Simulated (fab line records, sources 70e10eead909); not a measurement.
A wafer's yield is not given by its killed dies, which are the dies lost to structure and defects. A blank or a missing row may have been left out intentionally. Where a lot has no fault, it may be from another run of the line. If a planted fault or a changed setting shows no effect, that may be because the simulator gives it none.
The tool behind it: which one?    flow nandHarc    Sampling: 7 lots, 21 wafers, 2 of 1159 route steps

WHAT EACH GAUGE READ, for each wafer
NHARC_A_SOURCE_PLATE_INSPECT_08.
lot   measured      on                rawDefectCount
L750  day 7 18:02   defectInspect-01  82 59 67
L751  day 8 06:22   defectInspect-01  89 86 65
L754  day 8 15:04   defectInspect-01  44 41 31
L756  day 9 11:17   defectInspect-01  63 137 139
L763  day 11 06:56  defectInspect-02  104 52 24
L766  day 11 14:28  defectInspect-02  25 48 14
L771  day 12 20:17  defectInspect-02  53 37 50

WHICH TOOL RAN EACH LOT (tool, then ch and the chambers of the sampled wafers, then the start)
lot   NHARC_P_BONDPAD_PRE_CLEAN_26
L750  pvdSputter-02, day 7 18:02 or earlier
L751  pvdSputter-03, day 8 06:22 or earlier
L754  pvdSputter-03, day 8 15:04 or earlier
L756  pvdSputter-03, day 9 11:17 or earlier
L763  pvdSputter-03, day 11 06:56 or earlier
L766  pvdSputter-01, day 11 14:28 or earlier
L771  pvdSputter-02, day 12 20:17 or earlier
- NHARC_P_BONDPAD_PRE_CLEAN_26: time 30 s.

THE ANSWER, worked out from the rows above alone
Rule: usual is defined by the lots themselves. The widest of any qualifying gaps counts: lots, ordered by their means at a reading, are off when they make up no more than a third of the lots, leave a main group of 4 or more, and stand apart from it by 3 or more times the standard deviation of that group's means. If all means in a main group match to the digits the tables above print for the reading, that group is not used. A lot without any number at a reading at which 4 lots or more have one is off too. Where the step has rows for the other lots, those lots are counted as sound.
Nothing can be told from this: no lot is off at any reading shown.

WHAT THE SIMULATOR HAD PUT IN
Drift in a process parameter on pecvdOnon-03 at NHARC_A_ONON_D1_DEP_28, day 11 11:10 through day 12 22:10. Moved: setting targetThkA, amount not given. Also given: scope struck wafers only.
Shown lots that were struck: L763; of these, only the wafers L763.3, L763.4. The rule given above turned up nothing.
